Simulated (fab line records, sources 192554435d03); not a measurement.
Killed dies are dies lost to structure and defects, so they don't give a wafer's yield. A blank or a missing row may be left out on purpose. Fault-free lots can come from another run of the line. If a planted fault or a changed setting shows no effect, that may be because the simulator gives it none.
Which of the tools did it?    flow n5_finfet    10 lots, 30 wafers sampled, at 3 steps of a route of 1938

## WHAT THE GAUGES READ, wafer by wafer
N5_MOL_CONTACT_COAG_THK_MEAS_29.
lot   measured      on             MD_CAP_THK (nm)
L628  day 5 23:11   film_metro-01  18.06 17.98 17.99
L635  day 7 21:17   film_metro-01  17.94 18.07 17.94
L636  day 8 05:01   film_metro-02  17.85 18.00 17.97
L638  day 8 12:53   film_metro-02  17.96 18.06 18.00
L641  day 9 07:20   film_metro-01  17.83 18.03 17.77
L643  day 9 21:47   film_metro-02  17.70 17.91 17.88
L644  day 10 01:19  film_metro-02  17.96 18.02 17.94
L645  day 10 05:35  film_metro-01  17.93 18.00 17.91
L646  day 10 15:24  film_metro-02  18.05 17.94 17.88
L647  day 10 18:47  film_metro-01  17.83 17.83 17.86

## WHAT TOOL EACH LOT RAN ON (gives the tool, then ch and the chambers of the sampled wafers, and finally the start)
lot   N5_MOL_CONTACT_COAG_ALD_20           N5_MOL_CONTACT_COAG_SPUTTER_143
L628  ald_metal-04 ch 0,2,3, day 5 16:29   pvd_sputter-02, day 5 17:41
L635  ald_metal-02 ch 0,1,3, day 7 14:16   pvd_sputter-01, day 7 15:48
L636  ald_metal-04 ch 0,2,3, day 7 22:17   pvd_sputter-02, day 7 23:41
L638  ald_metal-02 ch 0,1, day 8 06:16     pvd_sputter-01, day 8 07:13
L641  ald_metal-02 ch 1,2,3, day 8 23:38   pvd_sputter-03, day 9 00:39
L643  ald_metal-04 ch 0,1,2, day 9 13:22   pvd_sputter-01, day 9 15:37
L644  ald_metal-03 ch 0,3, day 9 18:50     pvd_sputter-02, day 9 19:29
L645  ald_metal-04 ch 0,2,3, day 9 23:14   pvd_sputter-03, day 10 00:11
L646  ald_metal-03 ch 0,1,2, day 10 07:10  pvd_sputter-02, day 10 08:16
L647  ald_metal-03 ch 1,2, day 10 12:07    pvd_sputter-03, day 10 13:14
- N5_MOL_CONTACT_COAG_ALD_20: deposits TiN, target thk 1.5 nm, pulse time 1 s, purge time 3 s.
- N5_MOL_CONTACT_COAG_SPUTTER_143: material Co, target thk 2.5 nm.

## THE ANSWER, worked out from the rows above alone
Rule: the lots themselves supply what counts as usual. The widest of any qualifying gaps counts: lots, ordered by their means at a reading, are off when they make up no more than a third of the lots, leave a main group of 4 or more, and stand apart from it by 3 or more times the standard deviation of that group's means. A main group is skipped when, at the precision printed for the reading in the tables above, its means are all equal. Also off: a lot with no number at a reading for which 4 or more lots have one. All remaining lots with rows at the step are treated as sound.
Across all readings shown, no lot is off: no conclusion can be drawn from this.

## WHAT WAS PUT IN BY THE SIMULATOR
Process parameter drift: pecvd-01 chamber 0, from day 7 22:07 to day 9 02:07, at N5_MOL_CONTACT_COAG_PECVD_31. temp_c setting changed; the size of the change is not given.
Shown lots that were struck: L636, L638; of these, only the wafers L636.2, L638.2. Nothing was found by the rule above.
